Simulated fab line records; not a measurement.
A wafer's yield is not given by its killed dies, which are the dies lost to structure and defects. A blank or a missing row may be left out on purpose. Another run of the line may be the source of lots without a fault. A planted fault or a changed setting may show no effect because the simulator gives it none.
A struck lot beside a sound one | flow nand harc | 14 steps out of a route of 1302
Sound: wafers L889.3, L889.5, L889.6. The struck wafers were L897.1, L897.5, L897.6. At the end, the cause is stated.
At each step with rows: each side's tool, then ch and its chambers, then its first start. Under that, the readings that differ: sound wafers | struck wafers | difference of the means | sigmas: that difference in standard deviations of wafers without a fault.
alike: readings with means less than 2 such deviations apart, plus words and numbers identical on both sides. not compared: withheld readings, readings lacking a value on some wafer, bounds such as >300 that could conceal the same value, and numbers that have no deviation in the record and whose values overlap.
A row with sigmas, a row that says differs or no value, or rows on one side alone: a step with any of these is where the two part. When numbers do not overlap yet have no deviation, they are printed without sigmas and do not part them. A reading missing from all wafers of one side parts the sides only when that side holds two or more wafers.

NHARC_A_BLC_PVD_32: deposits Ti, target thk 5 nm, time 17.7 s.
  sound on pvd sputter-02; struck on pvd sputter-01
  alike: throttle valve pct
NHARC_A_BLC_ALD_23: deposits TiN, target thk 3 nm, pulse time 1 s, ald cycles 150.
  sound on ald metal-02 ch 0,3, day 24 20:05; struck on ald metal-04 ch 0,3, day 27 19:13
  alike: heater power w, precursor pulse height rel
NHARC_A_BLC_CVD_24: deposits W, target thk 150 nm, time 434 s.
  sound on cvd w-02 ch 0,1; struck on cvd w-02 ch 0,1
  alike: heater power w, throttle valve pct
NHARC_A_BLC_CMP_25: polishes, t overpolish 30 s, target thk 150 nm.
  sound on cmp-03 ch 0,2,3, day 24 20:53; struck on cmp-02 ch 1,2, day 27 19:56
  alike: motor current A, overpolish run s, time to endpoint s
then, 1 step without rows for these wafers: NHARC_A_BLC_SRD_27.
NHARC_A_BLC_INSPECT_28:
  sound on defect inspect-01, day 24 21:13; struck on defect inspect-01, day 27 20:20
  alike: raw defect count
then, 5 steps without rows for these wafers: NHARC_A_M0_DEP_00 (deposits SiOC, target thk 150 nm); NHARC_A_M0_DEHYDRATE_01 (time 120 s); NHARC_A_M0_HMDS_02 (time 30 s); NHARC_A_M0_COAT_33 (time 65 s); NHARC_A_M0_COAT_03 (resist thk 90 nm).
NHARC_A_M0_SOFTBAKE_04: time 55 s.
  sound on litho track-04 ch 0, day 24 21:00; struck on litho track-04 ch 0, day 27 20:00
  reading                  | sound                | struck               | difference | sigmas
  heater power total W (W) | 188.65 188.50 188.47 | 186.98 186.63 186.70 | -1.77      | -11
then, 1 step without rows for these wafers: NHARC_A_M0_EBR_05.
NHARC_END_SORT_01:
  sound on prober-02 ch 0, day 26 21:00; struck on prober-02 ch 0, day 29 14:57
  reading      | sound | struck | difference | sigmas
  killed short | 4 3 7 | 1      | -4         | -2
  alike: defect limited yield, killed at array, killed at other, killed at periphery, killed dies, killed open, sort_bin_2_pct, sort_bin_3_pct, sort_bin_4_pct, sort n pass, sort rim yield pct, sort yield pct

## WHERE THEY PART
First at NHARC_A_M0_SOFTBAKE_04; last, within this record, at NHARC_END_SORT_01.

WHY: what the simulator had put in
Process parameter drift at NHARC_A_M0_SOFTBAKE_04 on litho track-04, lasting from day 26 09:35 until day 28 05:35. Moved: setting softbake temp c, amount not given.
